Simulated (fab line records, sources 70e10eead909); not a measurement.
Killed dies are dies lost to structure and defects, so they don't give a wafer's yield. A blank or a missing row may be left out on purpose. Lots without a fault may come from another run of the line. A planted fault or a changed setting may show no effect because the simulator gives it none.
Which tool did it? | flow nand_harc | 23 lots, 69 wafers sampled, at 6 steps of a route of 1302

WHAT THE GAUGES READ, wafer by wafer
The record holds no reading of a measuring or inspecting step that can be judged against a usual standard deviation.

WHICH TOOL RAN EACH LOT (tool, then ch and the chambers of the sampled wafers, then the start)
lot  | NHARC_P_ZERO_WELL_ETCH_63        | NHARC_P_CONTACT_DEP_30          | NHARC_P_CONTACT_DESCUM_17          | NHARC_P_CONTACT_STRIP_28           | NHARC_P_CONTACT_ALD_22              | NHARC_P_M0_ETCH_34
L074 | rie_si-03 ch 0,2,3, day 1 21:40  | pecvd-01 ch 0,1,2, day 5 16:59  | rie_diel-07 ch 1,2,3, day 5 18:35  | rie_diel-02 ch 0,2,3, day 5 19:32  | ald_metal-02 ch 0,1, day 5 20:25    | rie_diel-10 ch 1,2, day 5 22:51
L075 | rie_si-03 ch 0,1,2, day 2 07:49  | pecvd-02 ch 0,2, day 6 05:56    | rie_diel-13 ch 0,2,3, day 6 07:41  | rie_diel-02 ch 0,1,2, day 6 08:38  | ald_metal-04 ch 0,1,2, day 6 09:31  | rie_diel-01 ch 0,1,3, day 6 11:58
L076 | rie_si-02 ch 1,2,3, day 2 17:41  | pecvd-04 ch 0,1, day 6 11:04    | rie_diel-07 ch 0,1, day 6 12:38    | rie_diel-02 ch 0,1, day 6 13:36    | ald_metal-02 ch 0,1,2, day 6 14:31  | rie_diel-04 ch 1,3, day 6 16:55
L077 | rie_si-02 ch 1,2,3, day 3 03:47  | pecvd-04 ch 0,1,2, day 6 21:02  | rie_diel-07 ch 0,2,3, day 6 22:47  | rie_diel-02 ch 0,1,3, day 6 23:46  | ald_metal-04 ch 1,2,3, day 7 00:47  | rie_diel-04 ch 1,2, day 7 03:44
L079 | rie_si-03 ch 0,2, day 3 23:41    | pecvd-01 ch 0,1, day 10 12:59   | rie_diel-07 ch 0,1,3, day 10 14:40 | rie_diel-13 ch 0,2,3, day 10 15:37 | ald_metal-04 ch 1,2,3, day 10 16:32 | rie_diel-10 ch 1,2, day 10 18:57
L080 | rie_si-04 ch 0,1,3, day 4 09:39  | pecvd-04 ch 0,2, day 10 07:26   | rie_diel-13 ch 0,2,3, day 10 09:09 | rie_diel-02 ch 2,3, day 10 10:16   | ald_metal-02 ch 0,1,3, day 10 11:08 | rie_diel-10 ch 0,1,2, day 10 13:50
L081 | rie_si-03 ch 0,1, day 4 19:43    | pecvd-01 ch 1,2, day 10 00:09   | rie_diel-13 ch 0,3, day 10 01:50   | rie_diel-13 ch 0,3, day 10 02:56   | ald_metal-04 ch 0,1,3, day 10 03:50 | rie_diel-04 ch 0,1, day 10 06:16
L082 | rie_si-04 ch 0,3, day 5 05:40    | pecvd-04 ch 0,1, day 9 23:18    | rie_diel-07 ch 0,2,3, day 10 01:02 | rie_diel-07 ch 0,1,2, day 10 02:01 | ald_metal-04 ch 0,2,3, day 10 02:52 | rie_diel-04 ch 0,2,3, day 10 05:20
L083 | rie_si-04 ch 0,2,3, day 5 15:40  | pecvd-01 ch 1,2, day 10 06:10   | rie_diel-13 ch 0,2,3, day 10 07:53 | rie_diel-07 ch 0,1,2, day 10 09:05 | ald_metal-04 ch 0,1,3, day 10 09:58 | rie_diel-04 ch 0,1,3, day 10 12:16
L084 | rie_si-03 ch 0,1,2, day 6 01:48  | pecvd-02 ch 1,2, day 10 07:34   | rie_diel-07 ch 0,2,3, day 10 09:18 | rie_diel-13 ch 0,2, day 10 10:14   | ald_metal-03 ch 1,2,3, day 10 11:14 | rie_diel-04 ch 0,1,2, day 10 13:47
L085 | rie_si-03 ch 2,3, day 6 11:43    | pecvd-04 ch 0,1,2, day 10 15:39 | rie_diel-02 ch 0,2,3, day 10 17:13 | rie_diel-13 ch 1,2,3, day 10 18:20 | ald_metal-02 ch 2,3, day 10 19:11   | rie_diel-04 ch 2,3, day 10 21:37
L086 | rie_si-02 ch 0,1,2, day 6 21:44  | pecvd-01 ch 0,1,2, day 10 19:07 | rie_diel-13 ch 0,2,3, day 10 20:50 | rie_diel-07 ch 1,2,3, day 10 21:48 | ald_metal-04 ch 1,2,3, day 10 22:41 | rie_diel-04 ch 0,1,2, day 11 00:58
L087 | rie_si-02 ch 1,3, day 7 07:40    | pecvd-04 ch 0,1, day 11 17:10   | rie_diel-02 ch 0,1, day 11 18:46   | rie_diel-13 ch 1,3, day 11 19:43   | ald_metal-03 ch 0,1,2, day 11 20:38 | rie_diel-04 ch 0,2, day 11 23:03
L088 | rie_si-04 ch 0,2, day 7 17:43    | pecvd-02 ch 1,2, day 11 18:43   | rie_diel-07 ch 0,3, day 11 20:19   | rie_diel-13 ch 0,2,3, day 11 21:17 | ald_metal-04 ch 0,1,3, day 11 22:11 | rie_diel-04 ch 0,2, day 12 00:27
L089 | rie_si-02 ch 0,2,3, day 8 03:41  | pecvd-04 ch 0,1,2, day 11 21:51 | rie_diel-02 ch 2,3, day 11 23:28   | rie_diel-07 ch 0,1,2, day 12 00:28 | ald_metal-02 ch 0,3, day 12 01:19   | rie_diel-10 ch 0,3, day 12 03:43
L090 | rie_si-04 ch 0,1,2, day 8 13:40  | pecvd-01 ch 0,1,2, day 12 10:24 | rie_diel-13 ch 0,2,3, day 12 12:05 | rie_diel-07 ch 1,2, day 12 13:02   | ald_metal-04 ch 2,3, day 12 13:54   | rie_diel-10 ch 1,2, day 12 16:12
L091 | rie_si-04 ch 1,2,3, day 8 23:34  | pecvd-02 ch 1,2, day 12 17:08   | rie_diel-02 ch 1,2,3, day 12 18:53 | rie_diel-07 ch 0,2, day 12 19:50   | ald_metal-03 ch 0,1,3, day 12 20:46 | rie_diel-04 ch 0,2,3, day 12 23:02
L092 | rie_si-02 ch 0,1,3, day 9 09:52  | pecvd-04 ch 0,1,2, day 13 11:37 | rie_diel-02 ch 0,1,3, day 13 13:12 | rie_diel-13 ch 2,3, day 13 14:07   | ald_metal-03 ch 0,3, day 13 15:00   | rie_diel-10 ch 0,1,2, day 13 17:20
L093 | rie_si-02 ch 0,1,3, day 9 19:40  | pecvd-01 ch 0,1, day 13 13:35   | rie_diel-07 ch 0,3, day 13 15:19   | rie_diel-13 ch 1,2,3, day 13 16:17 | ald_metal-02 ch 0,3, day 13 17:09   | rie_diel-01 ch 0,1, day 13 19:38
L094 | rie_si-02 ch 0,1,2, day 10 05:53 | pecvd-04 ch 0,1,2, day 14 00:47 | rie_diel-07 ch 0,1,3, day 14 02:23 | rie_diel-13 ch 1,2,3, day 14 03:20 | ald_metal-03 ch 0,1,3, day 14 04:15 | rie_diel-01 ch 0,1,3, day 14 06:40
L095 | rie_si-03 ch 0,1,2, day 10 15:34 | pecvd-04 ch 0,1, day 14 20:43   | rie_diel-02 ch 0,1,3, day 14 22:29 | rie_diel-13 ch 0,3, day 14 23:26   | ald_metal-03 ch 0,2,3, day 15 00:20 | rie_diel-04 ch 1,3, day 15 02:46
L096 | rie_si-03 ch 0,3, day 11 01:41   | pecvd-04 ch 0,1,2, day 15 03:05 | rie_diel-07 ch 1,2,3, day 15 04:46 | rie_diel-02 ch 0,2,3, day 15 05:43 | ald_metal-02 ch 0,2, day 15 06:35   | rie_diel-04 ch 0,1, day 15 09:05
L097 | rie_si-02 ch 0,3, day 11 11:50   | pecvd-01 ch 1,2, day 15 08:07   | rie_diel-07 ch 0,1,2, day 15 09:51 | rie_diel-02 ch 0,1,2, day 15 10:49 | ald_metal-02 ch 1,2, day 15 11:42   | rie_diel-04 ch 1,2,3, day 15 14:01
- NHARC_P_ZERO_WELL_ETCH_63: etches the open film in HBr/Cl2, target depth 120 nm, time 40.1 s.
- NHARC_P_CONTACT_DEP_30: deposits SiNx, target thk 30 nm.
- NHARC_P_CONTACT_DESCUM_17: chemistry O2, time 3 s.
- NHARC_P_CONTACT_STRIP_28: strips in O2.
- NHARC_P_CONTACT_ALD_22: deposits TiN, target thk 3 nm, pulse time 1 s, ald cycles 150.
- NHARC_P_M0_ETCH_34: etches the open film in N2/H2, target depth 40 nm, overetch 12 nm, time 43.94 s.

WHAT THE TOOLS THEMSELVES READ (means of the sampled wafers that have a number; where no wafer has one, the mark that the record gives instead)
NHARC_P_ZERO_WELL_ETCH_63.
lot  | tool      | drypump_motor_current_A (A) | hbr_flow_sccm (sccm) | oes_product_au (a.u.) | throttle_valve_pct (%)
L074 | rie_si-03 | 5.2                         | 150.0                | 1.004                 | 26.407
L075 | rie_si-03 | 5.3                         | 150.0                | 1.017                 | 26.403
L076 | rie_si-02 | 6.3                         | 150.1                | 1.005                 | 26.408
L077 | rie_si-02 | 6.3                         | 149.8                | 1.002                 | 26.401
L079 | rie_si-03 | 4.8                         | 150.3                | 0.997                 | 26.393
L080 | rie_si-04 | 5.8                         | 149.9                | 1.004                 | 26.405
L081 | rie_si-03 | 5.7                         | 149.9                | 1.008                 | 26.406
L082 | rie_si-04 | 5.7                         | 150.2                | 0.998                 | 26.399
L083 | rie_si-04 | 5.7                         | 150.2                | 0.999                 | 26.414
L084 | rie_si-03 | 5.3                         | 149.9                | 1.000                 | 26.407
L085 | rie_si-03 | 5.0                         | 150.3                | 1.000                 | 26.408
L086 | rie_si-02 | 5.9                         | 149.8                | 0.993                 | 26.412
L087 | rie_si-02 | 6.2                         | 149.4                | 0.998                 | 26.404
L088 | rie_si-04 | 5.8                         | 150.0                | 0.997                 | 26.401
L089 | rie_si-02 | 6.1                         | 150.6                | 0.990                 | 26.412
L090 | rie_si-04 | 5.8                         | 149.9                | 1.004                 | 26.403
L091 | rie_si-04 | 5.9                         | 150.0                | 1.004                 | 26.413
L092 | rie_si-02 | 6.1                         | 149.4                | 1.010                 | 26.400
L093 | rie_si-02 | 6.1                         | 150.0                | 1.004                 | 26.399
L094 | rie_si-02 | 5.9                         | 150.3                | 1.002                 | 26.407
L095 | rie_si-03 | 5.3                         | 149.4                | 1.014                 | 26.406
L096 | rie_si-03 | 5.3                         | 150.0                | 0.996                 | 26.407
L097 | rie_si-02 | 6.4                         | 149.9                | 1.006                 | 26.399

NHARC_P_CONTACT_DEP_30.
lot  | tool     | heater_power_w (W)
L074 | pecvd-01 | 737
L075 | pecvd-02 | 696
L076 | pecvd-04 | 679
L077 | pecvd-04 | 794
L079 | pecvd-01 | 746
L080 | pecvd-04 | 749
L081 | pecvd-01 | 632
L082 | pecvd-04 | 666
L083 | pecvd-01 | 640
L084 | pecvd-02 | 726
L085 | pecvd-04 | 745
L086 | pecvd-01 | 664
L087 | pecvd-04 | 711
L088 | pecvd-02 | 695
L089 | pecvd-04 | 708
L090 | pecvd-01 | 665
L091 | pecvd-02 | 635
L092 | pecvd-04 | 762
L093 | pecvd-01 | 768
L094 | pecvd-04 | 782
L095 | pecvd-04 | 669
L096 | pecvd-04 | 751
L097 | pecvd-01 | 633

NHARC_P_CONTACT_DESCUM_17.
lot  | tool        | drypump_motor_current_A (A) | oes_product_au (a.u.) | rf_vpp_V (V) | showerhead_plenum_p_Torr (Torr) | throttle_valve_pct (%)
L074 | rie_diel-07 | 5.48                        | 0.992                 | 57.6         | 1.94                            | 11.308
L075 | rie_diel-13 | 5.81                        | 0.996                 | 57.6         | 1.85                            | 11.309
L076 | rie_diel-07 | 5.50                        | 0.999                 | 56.9         | 1.82                            | 11.310
L077 | rie_diel-07 | 5.49                        | 0.993                 | 58.0         | 1.95                            | 11.312
L079 | rie_diel-07 | 5.57                        | 0.990                 | 56.6         | 1.87                            | 11.307
L080 | rie_diel-13 | 5.80                        | 1.003                 | 57.1         | 1.85                            | 11.308
L081 | rie_diel-13 | 5.57                        | 0.992                 | 57.5         | 1.85                            | 11.306
L082 | rie_diel-07 | 5.50                        | 0.998                 | 58.4         | 1.95                            | 11.319
L083 | rie_diel-13 | 5.81                        | 0.998                 | 57.4         | 1.85                            | 11.315
L084 | rie_diel-07 | 5.46                        | 0.982                 | 58.0         | 1.95                            | 11.312
L085 | rie_diel-02 | 5.65                        | 0.987                 | 57.2         | 1.93                            | 11.316
L086 | rie_diel-13 | 5.81                        | 0.997                 | 58.2         | 1.85                            | 11.307
L087 | rie_diel-02 | 5.63                        | 0.997                 | 58.0         | 1.94                            | 11.302
L088 | rie_diel-07 | 5.63                        | 0.991                 | 57.6         | 1.92                            | 11.303
L089 | rie_diel-02 | 5.69                        | 0.984                 | 58.0         | 1.89                            | 11.305
L090 | rie_diel-13 | 5.80                        | 1.002                 | 57.9         | 1.85                            | 11.316
L091 | rie_diel-02 | 5.81                        | 0.990                 | 57.6         | 1.87                            | 11.307
L092 | rie_diel-02 | 5.75                        | 0.990                 | 57.6         | 1.91                            | 11.309
L093 | rie_diel-07 | 5.58                        | 0.992                 | 56.9         | 1.87                            | 11.312
L094 | rie_diel-07 | 5.58                        | 0.993                 | 57.9         | 1.87                            | 11.308
L095 | rie_diel-02 | 5.73                        | 0.993                 | 57.6         | 1.91                            | 11.315
L096 | rie_diel-07 | 5.48                        | 1.007                 | 57.6         | 1.94                            | 11.313
L097 | rie_diel-07 | 5.42                        | 1.005                 | 57.8         | 1.90                            | 11.307

NHARC_P_CONTACT_STRIP_28.
lot  | tool        | drypump_motor_current_A (A) | oes_product_au (a.u.) | rf_vpp_V (V) | showerhead_plenum_p_Torr (Torr) | throttle_valve_pct (%)
L074 | rie_diel-02 | 5.67                        | 1.001                 | 58.1         | 3.56                            | 17.038
L075 | rie_diel-02 | 5.74                        | 1.000                 | 58.0         | 3.52                            | 17.037
L076 | rie_diel-02 | 5.66                        | 0.996                 | 57.2         | 3.58                            | 17.041
L077 | rie_diel-02 | 5.76                        | 0.997                 | 57.4         | 3.53                            | 17.032
L079 | rie_diel-13 | 5.82                        | 1.006                 | 57.6         | 3.42                            | 17.025
L080 | rie_diel-02 | 5.74                        | 0.978                 | 57.7         | 3.51                            | 17.037
L081 | rie_diel-13 | 5.57                        | 0.993                 | 57.2         | 3.41                            | 17.043
L082 | rie_diel-07 | 5.42                        | 0.984                 | 58.2         | 3.50                            | 17.034
L083 | rie_diel-07 | 5.43                        | 0.996                 | 57.9         | 3.50                            | 17.032
L084 | rie_diel-13 | 5.96                        | 1.009                 | 56.7         | 3.40                            | 17.037
L085 | rie_diel-13 | 5.75                        | 0.997                 | 57.9         | 3.53                            | 17.037
L086 | rie_diel-07 | 5.50                        | 0.999                 | 58.2         | 3.58                            | 17.038
L087 | rie_diel-13 | 5.51                        | 0.988                 | 57.2         | 3.52                            | 17.046
L088 | rie_diel-13 | 5.81                        | 1.000                 | 57.6         | 3.42                            | 17.030
L089 | rie_diel-07 | 5.42                        | 0.998                 | 57.8         | 3.50                            | 17.043
L090 | rie_diel-07 | 5.34                        | 0.999                 | 58.1         | 3.63                            | 17.033
L091 | rie_diel-07 | 5.45                        | 0.990                 | 57.4         | 3.51                            | 17.033
L092 | rie_diel-13 | 5.92                        | 0.998                 | 58.3         | 3.45                            | 17.031
L093 | rie_diel-13 | 5.73                        | 0.986                 | 57.6         | 3.53                            | 17.026
L094 | rie_diel-13 | 5.74                        | 0.991                 | 58.6         | 3.53                            | 17.035
L095 | rie_diel-13 | 5.74                        | 0.989                 | 58.1         | 3.39                            | 17.040
L096 | rie_diel-02 | 5.65                        | 0.994                 | 57.7         | 3.56                            | 17.039
L097 | rie_diel-02 | 5.74                        | 0.983                 | 56.7         | 3.51                            | 17.035

NHARC_P_CONTACT_ALD_22.
lot  | tool         | heater_power_w (W) | precursor_pulse_height_rel
L074 | ald_metal-02 | 920                | 0.997
L075 | ald_metal-04 | 1016               | 1.014
L076 | ald_metal-02 | 946                | 1.015
L077 | ald_metal-04 | 985                | 0.992
L079 | ald_metal-04 | 1005               | 1.002
L080 | ald_metal-02 | 984                | 1.007
L081 | ald_metal-04 | 978                | 1.014
L082 | ald_metal-04 | 1006               | 0.987
L083 | ald_metal-04 | 1013               | 1.014
L084 | ald_metal-03 | 1024               | 1.005
L085 | ald_metal-02 | 1057               | 1.007
L086 | ald_metal-04 | 994                | 1.006
L087 | ald_metal-03 | 1113               | 0.982
L088 | ald_metal-04 | 1003               | 1.009
L089 | ald_metal-02 | 958                | 1.011
L090 | ald_metal-04 | 983                | 1.016
L091 | ald_metal-03 | 1088               | 1.008
L092 | ald_metal-03 | 955                | 0.995
L093 | ald_metal-02 | 987                | 1.032
L094 | ald_metal-03 | 1086               | 0.981
L095 | ald_metal-03 | 1000               | 1.005
L096 | ald_metal-02 | 1012               | 1.004
L097 | ald_metal-02 | 891                | 0.986

NHARC_P_M0_ETCH_34.
lot  | tool        | drypump_motor_current_A (A) | oes_product_au (a.u.) | rf_vpp_V (V) | showerhead_plenum_p_Torr (Torr) | throttle_valve_pct (%)
L074 | rie_diel-10 | 5.3                         | 0.999                 | 427.7        | 1.96                            | 14.170
L075 | rie_diel-01 | 6.4                         | 1.006                 | 430.7        | 2.05                            | 14.178
L076 | rie_diel-04 | 5.8                         | 0.994                 | 432.8        | 2.10                            | 14.169
L077 | rie_diel-04 | 5.3                         | 0.989                 | 429.4        | 2.01                            | 14.167
L079 | rie_diel-10 | 5.6                         | 1.016                 | 427.8        | 1.94                            | 14.170
L080 | rie_diel-10 | 5.4                         | 0.997                 | 428.2        | 1.96                            | 14.168
L081 | rie_diel-04 | 5.9                         | 0.997                 | 433.5        | 2.13                            | 14.174
L082 | rie_diel-04 | 5.9                         | 1.001                 | 431.4        | 2.08                            | 14.170
L083 | rie_diel-04 | 6.1                         | 1.005                 | 432.2        | 2.12                            | 14.169
L084 | rie_diel-04 | 5.7                         | 1.007                 | 430.9        | 2.08                            | 14.181
L085 | rie_diel-04 | 5.9                         | 1.008                 | 430.4        | 2.05                            | 14.175
L086 | rie_diel-04 | 5.7                         | 1.007                 | 431.4        | 2.08                            | 14.162
L087 | rie_diel-04 | 6.0                         | 1.007                 | 433.3        | 2.11                            | 14.179
L088 | rie_diel-04 | 5.6                         | 1.008                 | 429.5        | 2.03                            | 14.176
L089 | rie_diel-10 | 5.3                         | 1.012                 | 430.6        | 2.06                            | 14.179
L090 | rie_diel-10 | 5.3                         | 1.001                 | 428.8        | 1.95                            | 14.164
L091 | rie_diel-04 | 5.9                         | 1.006                 | 431.1        | 2.07                            | 14.168
L092 | rie_diel-10 | 5.4                         | 1.006                 | 428.6        | 1.95                            | 14.183
L093 | rie_diel-01 | 6.5                         | 1.001                 | 430.7        | 2.01                            | 14.173
L094 | rie_diel-01 | 6.4                         | 1.006                 | 429.8        | 2.03                            | 14.169
L095 | rie_diel-04 | 6.0                         | 0.996                 | 432.4        | 2.09                            | 14.176
L096 | rie_diel-04 | 5.8                         | 0.996                 | 432.8        | 2.12                            | 14.176
L097 | rie_diel-04 | 5.7                         | 0.999                 | 430.4        | 2.04                            | 14.169

THE ANSWER, worked out from the rows above alone
Rule: what is usual is taken from the lots themselves. Put in order of their means at a reading, lots are off if they are a third of the lots or fewer, leave a main group of 4 or more, and stand apart from it by a gap of 3 or more times the standard deviation of the main group's means; of several such gaps the widest counts. A main group whose means are all the same, to the digits that the tables above print for the reading, isn't used. A lot without any number at a reading at which 4 lots or more have one is off too. The other lots that the step has rows for count as sound. The gauges are gone through in route order, then the tools' own readings, and for those a lot's mean is taken as printed above. The first step at which some lot is off is used, and at that step the reading that is off furthest; a lot without a number counts as furthest.
No lot is off at any reading shown: from this, nothing can be told.

WHAT THE SIMULATOR HAD PUT IN
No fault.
